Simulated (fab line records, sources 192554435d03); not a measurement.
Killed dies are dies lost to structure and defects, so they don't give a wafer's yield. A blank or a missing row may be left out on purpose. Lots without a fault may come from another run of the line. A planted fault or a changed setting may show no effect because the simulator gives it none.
fab line records | flow n5_finfet
record lots=24 wafers=72 last_day=18
route steps=1938 shown BEOL_M2@902 BEOL_M3@944
lots that met no fault: from a run of the same line without faults
start_h: hours from the record's first day to the start of the lot's first wafer shown | wait_h: hours since the lot's step before | " the same as in the row above | L1.1+2: a row that stands for several wafers | - no value, or no start given | * or withheld: withheld | < > ~ a bound
route shown NAME@n: a module of which the file shows steps, and the number in the route of the first | usual: mean/standard deviation of fault-free wafers | same: alike in all rows | chamber/n: place in a boat | sites: the reading at each site | _std_site: their standard deviation | _edge_site: outer sites' mean less inner sites' | radius_mm: how far each site lies from the wafer's centre | mask NAME#n: copy n | behind: the tool/chamber that last shaped the wafer | hold: why the lot was held/for how many hours/how that ended | device: the transistor (n, p or np) that didn't switch | end of line: the same wafers' tests at the end of the route | a step without rows: its recipe alone | killed: dies lost to structure and defects at the first sort, not the wafer's yield | map: a wafer's dies, x killed, . not, _ none there
set.NAME: the setting as run; set.NAME@STEP: as run at that earlier step | model.NAME: the simulator's own value behind a step, which no gauge read
steps of the route over a sample of lots; a table a step, a row a wafer
services: from which hour (start_h, from the record's first day; less than 0 if before it) a tool's chamber was out of use, for how many hours, and why
## steps
# step N5_BEOL_M2_SURFACE_TREAT_85
# recipe gas=Ar time_s=* ion_energy_ev=* ion_current_ma_cm2=0.5 pressure_mtorr=* ar_flow_sccm=30
# usual throttle_valve_pct=*
# columns lot.wafer tool chamber start_h wait_h throttle_valve_pct
L074.2 pvd_sputter-01 - 139.75 0.1 *
L074.3 " - " " *
L074.4 " - " " *
L075.1 pvd_sputter-02 - 142.58 0.4 *
L075.2 " - " " *
L075.3 " - " " *
L076.1 pvd_sputter-01 - 149.42 0.2 *
L076.2 " - " " *
L076.5 " - " " *
L077.3 pvd_sputter-03 - 160.03 0.1 *
L077.4 " - " " *
L077.6 " - " " *
L078.4 pvd_sputter-01 - 167.34 0.1 *
L078.5 " - " " *
L078.6 " - " " *
L079.2 pvd_sputter-01 - 172.22 0.1 *
L079.3 " - " " *
L079.6 " - " " *
L080.1 pvd_sputter-01 - 175.37 0.2 *
L080.3 " - " " *
L080.4 " - " " *
L081.1 pvd_sputter-01 - 185.76 0.2 *
L081.2 " - " " *
L081.6 " - " " *
L082.2 pvd_sputter-03 - 189.93 1.0 *
L082.4 " - " " *
L082.5 " - " " *
L084.1 pvd_sputter-01 - 192.38 0.2 *
L084.5 " - " " *
L084.6 " - " " *
L083.3 pvd_sputter-01 - 192.42 0.2 *
L083.4 " - " " *
L083.5 " - " " *
L085.2 pvd_sputter-03 - 203.73 0.7 *
L085.4 " - " " *
L085.5 " - " " *
L086.2 pvd_sputter-01 - 215.51 0.1 *
L086.3 " - " " *
L086.6 " - " " *
L088.1 pvd_sputter-01 - 225.84 0.1 *
L088.4 " - " " *
L088.5 " - " " *
L087.2 pvd_sputter-02 - 227.63 1.7 *
L087.3 " - " " *
L087.5 " - " " *
L089.2 pvd_sputter-01 - 229.51 0.2 *
L089.3 " - " " *
L089.6 " - " " *
L090.2 pvd_sputter-02 - 233.19 0.2 *
L090.3 " - " " *
L090.5 " - " " *
L092.1 pvd_sputter-02 - 241.86 0.2 *
L092.2 " - " " *
L092.3 " - " " *
L091.1 pvd_sputter-02 - 241.90 0.1 *
L091.4 " - " " *
L091.5 " - " " *
L093.3 pvd_sputter-02 - 251.78 0.3 *
L093.5 " - " " *
L093.6 " - " " *
L094.1 pvd_sputter-02 - 254.95 0.1 *
L094.4 " - " " *
L094.5 " - " " *
L095.2 pvd_sputter-03 - 277.21 0.1 *
L095.4 " - " " *
L095.6 " - " " *
L096.1 pvd_sputter-03 - 279.86 0.1 *
L096.2 " - " " *
L096.4 " - " " *
L097.2 pvd_sputter-02 - 283.12 0.1 *
L097.4 " - " " *
L097.5 " - " " *
# step N5_BEOL_M2_ANNEAL_89
# recipe temp_c=400 time_s=240 ambient=vacuum
# usual heater_power_w=810/83
# columns lot.wafer tool chamber start_h wait_h heater_power_w
L074.2 pvd_sputter-01 - 141.00 0.0 848
L074.3 " - " " 799
L074.4 " - " " 859
L075.1 pvd_sputter-01 - 144.22 0.0 698
L075.2 " - " " 864
L075.3 " - " " 809
L076.1 pvd_sputter-02 - 150.87 0.0 790
L076.2 " - " " 1002
L076.5 " - " " 867
L077.3 pvd_sputter-01 - 161.38 0.0 689
L077.4 " - " " 859
L077.6 " - " " 872
L078.4 pvd_sputter-02 - 168.53 0.0 869
L078.5 " - " " 1014
L078.6 " - " " 1000
L079.2 pvd_sputter-03 - 173.59 0.0 775
L079.3 " - " " 789
L079.6 " - " " 823
L080.1 pvd_sputter-01 - 176.64 0.0 839
L080.3 " - " " 778
L080.4 " - " " 693
L081.1 pvd_sputter-01 - 187.08 0.0 872
L081.2 " - " " 713
L081.6 " - " " 683
L082.2 pvd_sputter-03 - 191.21 0.0 811
L082.4 " - " " 781
L082.5 " - " " 712
L084.1 pvd_sputter-02 - 193.56 0.0 1009
L084.5 " - " " 782
L084.6 " - " " 865
L083.3 pvd_sputter-01 - 193.67 0.0 853
L083.4 " - " " 813
L083.5 " - " " 796
L085.2 pvd_sputter-01 - 206.05 0.0 844
L085.4 " - " " 692
L085.5 " - " " 845
L086.2 pvd_sputter-02 - 216.84 0.0 1029
L086.3 " - " " 813
L086.6 " - " " 793
L088.1 pvd_sputter-03 - 227.02 0.0 791
L088.4 " - " " 830
L088.5 " - " " 693
L087.2 pvd_sputter-03 - 228.86 0.0 865
L087.3 " - " " 701
L087.5 " - " " 864
L089.2 pvd_sputter-03 - 230.70 0.0 713
L089.3 " - " " 846
L089.6 " - " " 705
L090.2 pvd_sputter-01 - 235.74 0.0 856
L090.3 " - " " 807
L090.5 " - " " 870
L092.1 pvd_sputter-01 - 243.04 0.0 856
L092.2 " - " " 821
L092.3 " - " " 855
L091.1 pvd_sputter-03 - 243.33 0.0 804
L091.4 " - " " 844
L091.5 " - " " 814
L093.3 pvd_sputter-01 - 253.05 0.0 809
L093.5 " - " " 806
L093.6 " - " " 700
L094.1 pvd_sputter-03 - 256.37 0.0 783
L094.4 " - " " 799
L094.5 " - " " 792
L095.2 pvd_sputter-03 - 278.53 0.0 810
L095.4 " - " " 764
L095.6 " - " " 706
L096.1 pvd_sputter-03 - 281.05 0.0 691
L096.2 " - " " 784
L096.4 " - " " 802
L097.2 pvd_sputter-03 - 284.69 0.0 705
L097.4 " - " " 783
L097.5 " - " " 773
# step N5_BEOL_M2_DEP_57
# recipe material=SiCN target_thk_a=80 temp_c=withheld precursor=3MS/NH3 pressure_torr=3 rf_w=202 time_s=14
# usual showerhead_plenum_p_Torr=3.658/0.011 throttle_valve_pct=9.0/0.36
# columns lot.wafer tool chamber start_h wait_h showerhead_plenum_p_Torr throttle_valve_pct
L074.2 pecvd-02 2 144.02 0.0 3.643 9.1
L074.3 " 1 " " 3.666 9.3
L074.4 " 1 " " 3.654 9.3
L075.1 pecvd-02 0 146.00 0.0 3.661 9.1
L075.2 " 1 " " 3.668 9.1
L075.3 " 2 " " 3.667 8.8
L076.1 pecvd-04 0 152.65 0.0 3.665 9.2
L076.2 " 1 " " 3.654 8.5
L076.5 " 2 " " 3.653 8.6
L077.3 pecvd-02 0 163.18 0.0 3.658 9.1
L077.4 " 0 " " 3.660 9.2
L077.6 " 1 " " 3.658 9.2
L078.4 pecvd-02 0 170.33 0.0 3.668 9.2
L078.5 " 1 " " 3.659 9.1
L078.6 " 2 " " 3.665 8.9
L079.2 pecvd-04 1 175.37 0.0 3.652 8.8
L079.3 " 2 " " 3.644 8.9
L079.6 " 0 " " 3.665 8.9
L080.1 pecvd-04 2 178.42 0.0 3.651 9.0
L080.3 " 0 " " 3.677 9.2
L080.4 " 1 " " 3.655 8.9
L081.1 pecvd-02 0 189.59 0.0 3.669 9.5
L081.2 " 2 " " 3.671 8.7
L081.6 " 0 " " 3.651 9.1
L082.2 pecvd-04 2 193.20 0.0 3.649 8.9
L082.4 " 2 " " 3.640 9.0
L082.5 " 0 " " 3.667 9.3
L084.1 pecvd-04 2 195.38 0.0 3.650 8.8
L084.5 " 0 " " 3.670 9.0
L084.6 " 2 " " 3.652 8.6
L083.3 pecvd-01 0 195.45 0.0 3.648 9.9
L083.4 " 2 " " 3.669 8.1
L083.5 " 0 " " 3.644 9.4
L085.2 pecvd-02 2 207.85 0.0 3.671 8.9
L085.4 " 0 " " 3.658 9.1
L085.5 " 2 " " 3.664 8.9
L086.2 pecvd-01 0 218.69 0.0 3.652 9.7
L086.3 " 2 " " 3.667 8.2
L086.6 " 0 " " 3.651 9.6
L088.1 pecvd-04 1 228.87 0.0 3.642 8.7
L088.4 " 2 " " 3.649 8.9
L088.5 " 1 " " 3.658 8.7
L087.2 pecvd-01 1 230.96 0.0 3.637 9.1
L087.3 " 0 " " 3.654 9.6
L087.5 " 1 " " 3.643 8.9
L089.2 pecvd-04 0 232.51 0.0 3.670 9.2
L089.3 " 0 " " 3.669 9.3
L089.6 " 0 " " 3.675 9.1
L090.2 pecvd-01 1 237.61 0.0 3.650 8.6
L090.3 " 0 " " 3.652 9.6
L090.5 " 0 " " 3.649 9.6
L092.1 pecvd-04 0 244.85 0.0 3.670 9.1
L092.2 " 1 " " 3.655 8.8
L092.3 " 2 " " 3.642 8.8
L091.1 pecvd-02 2 245.11 0.0 3.675 9.1
L091.4 " 2 " " 3.669 8.9
L091.5 " 1 " " 3.654 9.2
L093.3 pecvd-01 2 254.85 0.0 3.663 8.2
L093.5 " 0 " " 3.655 9.5
L093.6 " 1 " " 3.641 8.7
L094.1 pecvd-02 2 258.23 0.0 3.669 9.0
L094.4 " 2 " " 3.672 9.0
L094.5 " 1 " " 3.657 9.4
L095.2 pecvd-04 1 280.32 0.0 3.657 8.4
L095.4 " 0 " " 3.672 9.2
L095.6 " 1 " " 3.652 8.9
L096.1 pecvd-04 1 282.83 0.0 3.663 8.9
L096.2 " 0 " " 3.665 9.1
L096.4 " 1 " " 3.658 8.6
L097.2 pecvd-01 2 286.58 0.0 3.675 8.3
L097.4 " 2 " " 3.674 8.0
L097.5 " 1 " " 3.651 9.0
# step N5_BEOL_M3_CD_MEAS_11
# recipe target_cd_nm=17.05 landing_energy_ev=500 detector=se_inlens polarity=opening
# usual cd_nm=17.07/0.22
# same landing_energy_ev=500
# columns lot.wafer tool chamber start_h wait_h cd_nm
L074.2 cd_sem-01 0 147.91 - 16.97
L074.3 " 0 " " 17.13
L074.4 " 0 " " 16.98
L075.1 cd_sem-02 0 148.20 - 17.30
L075.2 " 0 " " 17.20
L075.3 " 0 " " 16.65
L076.1 cd_sem-02 0 153.87 - 17.11
L076.2 " 0 " " 17.04
L076.5 " 0 " " 17.16
L077.3 cd_sem-02 0 164.63 - 17.25
L077.4 " 0 " " 17.07
L077.6 " 0 " " 17.02
L078.4 cd_sem-02 0 172.01 - 16.76
L078.5 " 0 " " 16.97
L078.6 " 0 " " 17.06
L079.2 cd_sem-02 0 178.12 - 17.26
L079.3 " 0 " " 17.11
L079.6 " 0 " " 17.21
L080.1 cd_sem-02 0 180.54 - 17.42
L080.3 " 0 " " 16.60
L080.4 " 0 " " 17.53
L081.1 cd_sem-01 0 191.51 - 16.73
L081.2 " 0 " " 17.06
L081.6 " 0 " " 17.27
L082.2 cd_sem-02 0 195.40 - 17.04
L082.4 " 0 " " 16.93
L082.5 " 0 " " 16.83
L084.1 cd_sem-02 0 196.26 - 17.24
L084.5 " 0 " " 16.98
L084.6 " 0 " " 17.31
L083.3 cd_sem-02 0 197.12 - 16.83
L083.4 " 0 " " 16.80
L083.5 " 0 " " 17.37
L085.2 cd_sem-03 0 208.86 - 17.36
L085.4 " 0 " " 16.96
L085.5 " 0 " " 17.20
L086.2 cd_sem-02 0 219.69 - 17.31
L086.3 " 0 " " 16.99
L086.6 " 0 " " 17.03
L088.1 cd_sem-02 0 229.96 - 16.94
L088.4 " 0 " " 16.66
L088.5 " 0 " " 16.84
L087.2 cd_sem-01 0 231.97 - 16.96
L087.3 " 0 " " 17.19
L087.5 " 0 " " 17.37
L089.2 cd_sem-02 0 233.23 - 16.87
L089.3 " 0 " " 16.84
L089.6 " 0 " " 16.90
L090.2 cd_sem-02 0 239.33 - 17.22
L090.3 " 0 " " 16.81
L090.5 " 0 " " 17.18
L092.1 cd_sem-02 0 246.06 - 17.65
L092.2 " 0 " " 17.05
L092.3 " 0 " " 17.14
L091.1 cd_sem-01 0 246.10 - 17.04
L091.4 " 0 " " 17.46
L091.5 " 0 " " 17.20
L093.3 cd_sem-01 0 255.58 - 17.10
L093.5 " 0 " " 16.81
L093.6 " 0 " " 17.08
L094.1 cd_sem-03 0 259.32 - 16.99
L094.4 " 0 " " 17.09
L094.5 " 0 " " 16.85
L095.2 cd_sem-03 0 282.73 - 17.10
L095.4 " 0 " " 16.93
L095.6 " 0 " " 16.91
L096.1 cd_sem-02 0 283.55 - 16.99
L096.2 " 0 " " 17.29
L096.4 " 0 " " 17.59
L097.2 cd_sem-02 0 288.61 - 17.26
L097.4 " 0 " " 17.15
L097.5 " 0 " " 17.27
# step N5_BEOL_M3_STRIP_19
# recipe chemistry=O2 power_w=400 temp_c=40 pressure_mtorr=30 rf_frequency_hz=6e+07 bias_power_w=0 overash_fraction=0.2 o2_flow_sccm=225
# usual drypump_motor_current_A=5.9/0.3 oes_product_au=0.77/0.089 rf_vpp_V=3.6/0.5 showerhead_plenum_p_Torr=2.11/0.047 throttle_valve_pct=16.70/0.23
# columns lot.wafer tool chamber start_h wait_h drypump_motor_current_A oes_product_au rf_hours_counter_h rf_vpp_V showerhead_plenum_p_Torr throttle_valve_pct
L074.2 rie_diel-02 3 148.49 0.1 5.7 0.75 138 3.7 2.10 16.43
L074.3 " 0 " " 5.4 0.82 68 4.2 2.12 16.54
L074.4 " 1 " " 6.3 0.75 - 3.7 2.09 16.85
L075.1 rie_diel-05 0 148.95 0.1 6.1 0.89 33 4.0 2.14 16.75
L075.2 " 3 " " 6.0 0.71 212 4.0 2.17 16.70
L075.3 " 2 " " 5.5 0.83 54 4.3 2.13 16.57
L076.1 rie_diel-02 1 154.35 0.1 6.4 0.74 165 4.2 2.09 16.87
L076.2 " 0 " " 5.4 0.82 71 3.1 2.12 16.55
L076.5 " 3 " " 5.7 0.74 - 3.8 2.10 16.45
L077.3 rie_diel-01 2 165.11 0.1 5.5 0.69 206 4.2 2.17 16.99
L077.4 " 3 " " 5.8 0.79 111 2.8 2.02 16.87
L077.6 " 2 " " 5.5 0.69 - 3.2 2.17 16.99
L078.4 rie_diel-01 0 172.48 0.1 6.3 0.67 247 4.0 2.16 16.64
L078.5 " 0 " " 6.3 0.66 - 3.0 2.15 16.65
L078.6 " 1 " " 5.9 0.68 - 3.7 2.06 16.70
L079.2 rie_diel-02 3 178.69 0.1 5.7 0.73 148 3.4 2.10 16.45
L079.3 " 2 " " 6.3 0.98 6 3.7 2.14 16.62
L079.6 " 1 " " 6.4 0.74 - 3.6 2.08 16.90
L080.1 rie_diel-02 1 181.02 0.1 6.4 0.74 174 3.2 2.08 16.88
L080.3 " 2 " " 6.3 0.96 6 4.0 2.14 16.64
L080.4 " 0 " " 5.4 0.80 79 4.1 2.11 16.56
L081.1 rie_diel-05 0 192.31 0.2 6.1 0.86 45 3.7 2.14 16.75
L081.2 " 2 " " 5.5 0.81 66 3.4 2.13 16.59
L081.6 " 3 " " 6.0 0.69 - 3.0 2.16 16.71
L082.2 rie_diel-01 0 195.99 0.1 6.3 0.66 255 2.9 2.15 16.65
L082.4 " 0 " " 6.3 0.66 - 3.2 2.15 16.67
L082.5 " 2 " " 5.5 0.68 - 3.8 2.16 17.02
L084.1 rie_diel-05 0 197.18 0.1 6.1 0.87 47 3.7 2.14 16.76
L084.5 " 0 " " 6.1 0.87 - 3.5 2.14 16.77
L084.6 " 3 " " 6.0 0.70 - 3.2 2.16 16.74
L083.3 rie_diel-01 3 197.71 0.2 5.8 0.79 118 4.4 2.02 16.89
L083.4 " 1 " " 5.9 0.68 - 3.6 2.06 16.70
L083.5 " 3 " " 5.8 0.79 - 3.8 2.02 16.88
L085.2 rie_diel-01 2 209.35 0.1 5.5 0.67 223 4.1 2.16 17.02
L085.4 " 2 " " 5.5 0.67 - 3.9 2.16 17.03
L085.5 " 3 " " 5.8 0.79 - 3.4 2.02 16.88
L086.2 rie_diel-05 0 220.17 0.1 6.0 0.86 54 3.3 2.14 16.78
L086.3 " 2 " " 5.5 0.81 75 4.8 2.13 16.59
L086.6 " 2 " " 5.5 0.81 - 3.3 2.13 16.61
L088.1 rie_diel-05 0 230.45 0.1 6.1 0.85 57 3.5 2.14 16.78
L088.4 " 2 " " 5.5 0.80 78 3.3 2.13 16.59
L088.5 " 1 " " 5.8 0.86 - 2.8 2.13 16.31
L087.2 rie_diel-01 2 232.65 0.1 5.5 0.67 231 3.6 2.16 17.04
L087.3 " 0 " " 6.3 0.97 5 3.6 2.15 16.20
L087.5 " 1 " " 5.9 0.67 - 3.9 2.06 16.73
L089.2 rie_diel-01 1 233.85 0.2 5.9 0.67 250 2.8 2.05 16.74
L089.3 " 0 " " 6.3 0.96 5 4.2 2.15 16.20
L089.6 " 2 " " 5.5 0.67 - 3.8 2.16 17.05
L090.2 rie_diel-01 0 239.81 0.1 6.3 0.96 8 3.6 2.15 16.21
L090.3 " 3 " " 5.8 0.77 134 4.2 2.01 16.91
L090.5 " 2 " " 5.5 0.67 - 4.1 2.16 17.05
L092.1 rie_diel-05 0 246.68 0.1 6.1 0.84 61 3.3 2.13 16.80
L092.2 " 1 " " 5.9 0.84 55 4.3 2.13 16.31
L092.3 " 3 " " 6.0 0.69 240 4.0 2.16 16.78
L091.1 rie_diel-05 0 246.76 0.1 6.1 0.84 61 3.6 2.13 16.82
L091.4 " 1 " " 5.9 0.86 55 3.1 2.12 16.31
L091.5 " 3 " " 6.0 0.69 - 4.4 2.16 16.75
L093.3 rie_diel-05 1 256.15 0.1 5.8 0.86 58 2.6 2.12 16.31
L093.5 " 3 " " 6.0 0.68 - 4.5 2.16 16.76
L093.6 " 2 " " 5.5 0.80 - 4.0 2.12 16.61
L094.1 rie_diel-05 0 259.80 0.1 6.1 0.85 65 3.6 2.13 16.80
L094.4 " 1 " " 5.9 0.85 59 3.5 2.12 16.33
L094.5 " 0 " " 6.1 0.84 - 3.5 2.13 16.81
L095.2 rie_diel-01 3 283.21 0.1 5.8 0.76 147 3.5 2.01 16.92
L095.4 " 2 " " 5.5 0.65 248 4.8 2.15 17.07
L095.6 " 2 " " 5.5 0.65 - 3.5 2.15 17.08
L096.1 rie_diel-02 0 284.03 0.1 5.4 0.77 112 3.7 2.10 16.60
L096.2 " 2 " " 6.3 0.89 40 3.6 2.13 16.69
L096.4 " 3 " " 5.7 0.72 178 4.4 2.09 16.51
L097.2 rie_diel-01 3 289.09 0.1 5.8 0.77 149 3.9 2.01 16.93
L097.4 " 2 " " 5.5 0.66 250 3.8 2.15 17.06
L097.5 " 0 " " 6.3 0.91 - 3.6 2.14 16.24
# step N5_BEOL_M3_CD_MEAS_28
# recipe target_cd_nm=25.7 landing_energy_ev=500 detector=se_inlens target_cd_y_nm=23.3 polarity=opening
# usual cd_nm=25.67/0.25
# same landing_energy_ev=500
# columns lot.wafer tool chamber start_h wait_h cd_nm
L074.2 cd_sem-02 0 148.88 - 25.12
L074.3 " 0 " " 25.42
L074.4 " 0 " " 25.47
L075.1 cd_sem-01 0 149.47 - 25.75
L075.2 " 0 " " 25.89
L075.3 " 0 " " 25.98
L076.1 cd_sem-03 0 154.76 - 25.72
L076.2 " 0 " " 25.96
L076.5 " 0 " " 26.02
L077.3 cd_sem-03 0 165.66 - 25.82
L077.4 " 0 " " 25.60
L077.6 " 0 " " 25.30
L078.4 cd_sem-03 0 172.88 - 25.46
L078.5 " 0 " " 25.63
L078.6 " 0 " " 25.43
L079.2 cd_sem-02 0 179.08 - 25.60
L079.3 " 0 " " 25.18
L079.6 " 0 " " 25.57
L080.1 cd_sem-02 0 181.57 - 25.70
L080.3 " 0 " " 25.51
L080.4 " 0 " " 25.33
L081.1 cd_sem-03 0 192.70 - 25.84
L081.2 " 0 " " 25.19
L081.6 " 0 " " 25.87
L082.2 cd_sem-02 0 196.51 - 25.72
L082.4 " 0 " " 25.35
L082.5 " 0 " " 25.42
L084.1 cd_sem-03 0 197.70 - 25.67
L084.5 " 0 " " 25.71
L084.6 " 0 " " 25.53
L083.3 cd_sem-02 0 198.23 - 25.50
L083.4 " 0 " " 25.50
L083.5 " 0 " " 25.19
L085.2 cd_sem-02 0 209.74 - 25.76
L085.4 " 0 " " 25.80
L085.5 " 0 " " 25.65
L086.2 cd_sem-01 0 220.56 - 25.89
L086.3 " 0 " " 25.97
L086.6 " 0 " " 25.83
L088.1 cd_sem-03 0 230.84 - 25.44
L088.4 " 0 " " 25.52
L088.5 " 0 " " 25.71
L087.2 cd_sem-02 0 233.04 - 25.68
L087.3 " 0 " " 26.04
L087.5 " 0 " " 25.69
L089.2 cd_sem-02 0 234.36 - 25.78
L089.3 " 0 " " 26.00
L089.6 " 0 " " 25.72
L090.2 cd_sem-03 0 240.33 - 25.74
L090.3 " 0 " " 25.71
L090.5 " 0 " " 25.58
L092.1 cd_sem-02 0 247.08 - 25.89
L092.2 " 0 " " 25.69
L092.3 " 0 " " 25.54
L091.1 cd_sem-01 0 247.28 - 25.29
L091.4 " 0 " " 25.52
L091.5 " 0 " " 25.87
L093.3 cd_sem-01 0 256.67 - 25.96
L093.5 " 0 " " 25.31
L093.6 " 0 " " 25.38
L094.1 cd_sem-03 0 260.18 - 25.74
L094.4 " 0 " " 26.17
L094.5 " 0 " " 25.48
L095.2 cd_sem-01 0 283.73 - 25.93
L095.4 " 0 " " 25.61
L095.6 " 0 " " 25.51
L096.1 cd_sem-02 0 284.42 - 26.20
L096.2 " 0 " " 25.56
L096.4 " 0 " " 26.10
L097.2 cd_sem-02 0 289.48 - 25.72
L097.4 " 0 " " 25.18
L097.5 " 0 " " 25.92
## services
# columns tool chamber start_h hours kind
pecvd-04 0 124.85 5.0 scheduled_down
pecvd-04 - 127.70 0.8 pm
pvd_sputter-03 - 134.61 4.0 repair
pecvd-02 - 137.13 1.7 repair
rie_diel-01 3 147.65 1.5 repair
rie_diel-02 3 191.01 10.1 repair
rie_diel-01 0 196.11 - clean
rie_diel-01 0 196.11 - consumable_replace:focus_ring
rie_diel-01 0 196.11 21.7 scheduled_down
rie_diel-01 0 196.11 21.7 vent_cycle
pecvd-04 - 200.20 0.3 repair
rie_diel-05 1 210.89 6.7 repair
pecvd-04 1 230.26 5.5 scheduled_down
rie_diel-01 1 233.89 - clean
rie_diel-01 1 233.89 - consumable_replace:focus_ring
rie_diel-01 1 233.89 18.3 scheduled_down
rie_diel-01 1 233.89 18.3 vent_cycle
pecvd-01 2 234.74 4.8 repair
pecvd-02 0 253.33 6.3 repair
pecvd-04 0 254.36 4.9 repair
pecvd-04 2 259.74 5.0 scheduled_down
rie_diel-02 - 275.29 0.6 repair
rie_diel-05 3 281.88 - clean
rie_diel-05 3 281.88 - consumable_replace:focus_ring
## key
fault none
